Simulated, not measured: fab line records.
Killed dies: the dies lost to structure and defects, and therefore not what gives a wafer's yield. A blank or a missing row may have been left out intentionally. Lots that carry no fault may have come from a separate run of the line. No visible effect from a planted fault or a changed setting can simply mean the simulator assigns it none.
Lot-split experiment / flow n5Finfet / on a route of 1938 steps: 7 lots, 21 wafers read

ABOUT THE SPLIT
At N5_FIN_SAQP_SPACER1_ALD_24 (deposits SiO2, target thk 20.3 nm, pulse time 1 s, purge time 2 s), the setting aldCycles was moved away from the recipe's 218 on 8 of the 21 wafers read, by -15.1% to +14.7%. All remaining wafers had this setting at the recipe value.

FROM THE SPLIT TO THE READING: what the file shows between them, 2 steps
- N5_FIN_SAQP_SPACER1_ETCHBACK_25: etches SiO2 in CHF3/O2, target depth 24.4 nm, time 12.2 s
- N5_FIN_SAQP_MANDREL1_REMOVE_56: chemistry HBr/Cl2/O2, target a-Si, stops on SiNx, bt time 10 s

THE READING
cdNm, in nm, at N5_FIN_SAQP_CD_MEAS_27 (target cd 20 nm). Fault-free wafers of this fab line usually give 20.37 nm, standard deviation 0.23 nm.

wafer=L077.4; tool, chamber at the split=aldSin-02, 2; aldCycles as run=250; against the recipe=+14.7%; cdNm, nm=23.14; against lot-mates on the recipe=+2.81
wafer=L077.5; tool, chamber at the split=aldSin-02, 3; aldCycles as run=250; against the recipe=+14.7%; cdNm, nm=23.59; against lot-mates on the recipe=+3.26
wafer=L077.6; tool, chamber at the split=aldSin-02, 2; aldCycles as run=218; against the recipe=recipe; cdNm, nm=20.33; against lot-mates on the recipe=-
wafer=L078.1; tool, chamber at the split=aldSin-03, 3; aldCycles as run=218; against the recipe=recipe; cdNm, nm=20.34; against lot-mates on the recipe=-
wafer=L078.4; tool, chamber at the split=aldSin-03, 1; aldCycles as run=218; against the recipe=recipe; cdNm, nm=20.44; against lot-mates on the recipe=-
wafer=L078.5; tool, chamber at the split=aldSin-03, 1; aldCycles as run=218; against the recipe=recipe; cdNm, nm=20.73; against lot-mates on the recipe=-
wafer=L080.2; tool, chamber at the split=aldSin-02, 0; aldCycles as run=218; against the recipe=recipe; cdNm, nm=20.41; against lot-mates on the recipe=-
wafer=L080.3; tool, chamber at the split=aldSin-02, 3; aldCycles as run=185; against the recipe=-15.1%; cdNm, nm=17.40; against lot-mates on the recipe=-3.01
wafer=L080.5; tool, chamber at the split=aldSin-02, 1; aldCycles as run=185; against the recipe=-15.1%; cdNm, nm=17.66; against lot-mates on the recipe=-2.75
wafer=L084.2; tool, chamber at the split=aldSin-02, 0,3; aldCycles as run=218; against the recipe=recipe; cdNm, nm=20.25; against lot-mates on the recipe=-
wafer=L084.4; tool, chamber at the split=aldSin-02, 1; aldCycles as run=218; against the recipe=recipe; cdNm, nm=20.45; against lot-mates on the recipe=-
wafer=L084.6; tool, chamber at the split=aldSin-02, 0,3; aldCycles as run=218; against the recipe=recipe; cdNm, nm=20.56; against lot-mates on the recipe=-
wafer=L087.1; tool, chamber at the split=aldSin-03, 0,2; aldCycles as run=218; against the recipe=recipe; cdNm, nm=20.48; against lot-mates on the recipe=-
wafer=L087.2; tool, chamber at the split=aldSin-03, 1; aldCycles as run=218; against the recipe=recipe; cdNm, nm=20.88; against lot-mates on the recipe=-
wafer=L087.3; tool, chamber at the split=aldSin-03, 0,2; aldCycles as run=218; against the recipe=recipe; cdNm, nm=20.72; against lot-mates on the recipe=-
wafer=L088.1; tool, chamber at the split=aldSin-03, 0; aldCycles as run=218; against the recipe=recipe; cdNm, nm=20.35; against lot-mates on the recipe=-
wafer=L088.2; tool, chamber at the split=aldSin-03, 1,2; aldCycles as run=187; against the recipe=-14.2%; cdNm, nm=17.24; against lot-mates on the recipe=-3.11
wafer=L088.6; tool, chamber at the split=aldSin-03, 1,2; aldCycles as run=187; against the recipe=-14.2%; cdNm, nm=17.40; against lot-mates on the recipe=-2.95
wafer=L094.2; tool, chamber at the split=aldSin-03, 0; aldCycles as run=193; against the recipe=-11.5%; cdNm, nm=17.91; against lot-mates on the recipe=-2.47
wafer=L094.3; tool, chamber at the split=aldSin-03, 1; aldCycles as run=218; against the recipe=recipe; cdNm, nm=20.38; against lot-mates on the recipe=-
wafer=L094.5; tool, chamber at the split=aldSin-03, 3; aldCycles as run=193; against the recipe=-11.5%; cdNm, nm=18.01; against lot-mates on the recipe=-2.37
The file does not say which wafer passed through which chamber wherever a row lists several chambers: such a row stands for several wafers.

FIT RESULTS
A straight line over all 21 wafers: cdNm changes by +0.206 nm for each +1% of aldCycles; r = +0.99; the points scatter about the line by 0.21 nm.
The same after taking each lot's own level away (the mean of its wafers on the recipe; 21 wafers): +0.204 nm for each +1%; r = +1.00; scatter 0.16 nm.
According to that fit, moving aldCycles by its largest amount changes the reading by 3.1 nm.
Across the lots, their own levels run from 20.330 to 20.693 nm, a range of 1.6 times the standard deviation given above.
The two slopes agree, so the slope changes little with the lot-to-lot level.
Check: -3.1 nm against its lot-mates is what the line predicts for one of the wafers moved furthest among these (-15.1%) when that wafer is left out of the fit. It came out at -3.01 nm against them.

OTHER SPLITS APPLIED TO THESE WAFERS
Note: prior to the reading, these wafers also went through further splits. Each is held against what the fit with the lots' levels taken away leaves over:
other split on the same wafers=N5_WELL_APT_COAT_02 spinRpm; wafers away from the commonest value=6; r with cdNm (lot level and that fit taken away)=-0.01

THE WHOLE CHAIN: every reading that the file lists as answering this split, in the file's order
step=N5_FIN_SAQP_SPACER1_ALD_24; what it does=deposits SiO2, target thk 20.3 nm, pulse time 1 s, purge time 2 s; reading=SiO2_of_FIN_SAQP_SPACER1_ALD_24.thkNm (the simulator's own value, which no gauge read); change (the file's fit)=+0.205 nm for each +1% of the setting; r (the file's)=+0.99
step=N5_FIN_SAQP_MANDREL1_REMOVE_56; what it does=chemistry HBr/Cl2/O2, target a-Si, stops on SiNx, bt time 10 s; reading=FIN_SAQP.cdNm (the simulator's own value, which no gauge read); change (the file's fit)=+0.206 nm for each +1% of the setting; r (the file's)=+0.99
step=N5_FIN_SAQP_CD_MEAS_27; what it does=target cd 20 nm; reading=cdNm; change (the file's fit)=+0.204 nm for each +1% of the setting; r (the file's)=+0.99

FILE'S OWN FIT
cdNm changes by +0.204 nm for each +1% of aldCycles, r = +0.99.
